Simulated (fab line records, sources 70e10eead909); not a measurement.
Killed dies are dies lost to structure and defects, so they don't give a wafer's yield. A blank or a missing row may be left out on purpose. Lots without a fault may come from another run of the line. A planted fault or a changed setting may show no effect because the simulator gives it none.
Chamber matching | flow nand_harc | NHARC_P_GATE_DESCUM_13 on rie_diel-09: 4 sister chambers
The step chemistry O2, time 3 s. 20 wafers are shown with their chamber, then 10 later ones without.

WAFERS WITH THEIR CHAMBER
wafer  | chamber | showerhead_plenum_p_Torr (Torr) | drypump_motor_current_A (A) | oes_product_au (a.u.)
L076.2 | 2       | 1.91                            | 5.3                         | 0.999
L076.3 | 0       | 2.01                            | 5.6                         | 1.001
L076.6 | 2       | 1.91                            | 5.3                         | 1.001
L079.1 | 2       | 1.91                            | 5.3                         | 1.004
L079.4 | 1       | 1.96                            | 4.8                         | 1.006
L079.5 | 3       | 1.81                            | 5.7                         | 1.007
L081.2 | 0       | 2.01                            | 5.6                         | 1.002
L081.3 | 3       | 1.81                            | 5.8                         | 0.993
L081.4 | 1       | 1.96                            | 4.8                         | 1.006
L082.1 | 1       | 1.96                            | 4.8                         | 1.007
L082.3 | 2       | 1.91                            | 5.3                         | 0.999
L082.5 | 1       | 1.96                            | 4.8                         | 1.003
L084.2 | 2       | 1.91                            | 5.3                         | 0.998
L084.3 | 3       | 1.81                            | 5.7                         | 0.995
L084.6 | 1       | 1.96                            | 4.8                         | 0.994
L086.3 | 1       | 1.96                            | 4.8                         | 1.011
L086.5 | 3       | 1.81                            | 5.7                         | 1.000
L086.6 | 0       | 2.00                            | 5.5                         | 1.004
L087.1 | 3       | 1.80                            | 5.8                         | 1.002
L087.5 | 0       | 2.01                            | 5.6                         | 1.007

SIGNATURES (means of the wafers above)
reading                  | chamber 0 | chamber 1 | chamber 2 | chamber 3 | scatter within a chamber
showerhead_plenum_p_Torr | 2.0075    | 1.9600    | 1.9100    | 1.8080    | 0.00311
drypump_motor_current_A  | 5.575     | 4.800     | 5.300     | 5.740     | 0.0349
oes_product_au           | 1.00350   | 1.00450   | 1.00020   | 0.99940   | 0.00457
Rule: a wafer's distance from a chamber is the root of the sum, over the readings, of the square of ((its reading less the chamber's mean) divided by the reading's scatter). The wafer belongs to the nearest chamber; if the next one is less than 2 further off, it can't be placed. The scatter: the root of (the sum of the squares of (reading less its chamber's mean) over the shown wafers, divided by (wafers less chambers)).

WAFERS WITHOUT THEIR CHAMBER
wafer  | showerhead_plenum_p_Torr (Torr) | drypump_motor_current_A (A) | oes_product_au (a.u.)
L087.6 | 1.81                            | 5.8                         | 0.998
L091.2 | 1.81                            | 5.8                         | 0.999
L091.4 | 2.00                            | 5.5                         | 1.010
L091.5 | 1.96                            | 4.8                         | 1.001
L096.2 | 2.00                            | 5.6                         | 1.013
L096.4 | 1.80                            | 5.7                         | 0.985
L096.6 | 1.80                            | 5.7                         | 0.991
L097.1 | 1.91                            | 5.3                         | 1.009
L097.3 | 1.96                            | 4.8                         | 1.014
L097.4 | 2.00                            | 5.6                         | 1.011

WHICH CHAMBER EACH WENT THROUGH
wafer  | from the rows above | in truth
L087.6 | 3                   | 3
L091.2 | 3                   | 3
L091.4 | 0                   | 0
L091.5 | 1                   | 1
L096.2 | 0                   | 0
L096.4 | 3                   | 3
L096.6 | 3                   | 3
L097.1 | 2                   | 2
L097.3 | 1                   | 1
L097.4 | 0                   | 0
Placed correctly: 10 of 10. Can't be placed from these rows: 0. Placed wrongly: 0.
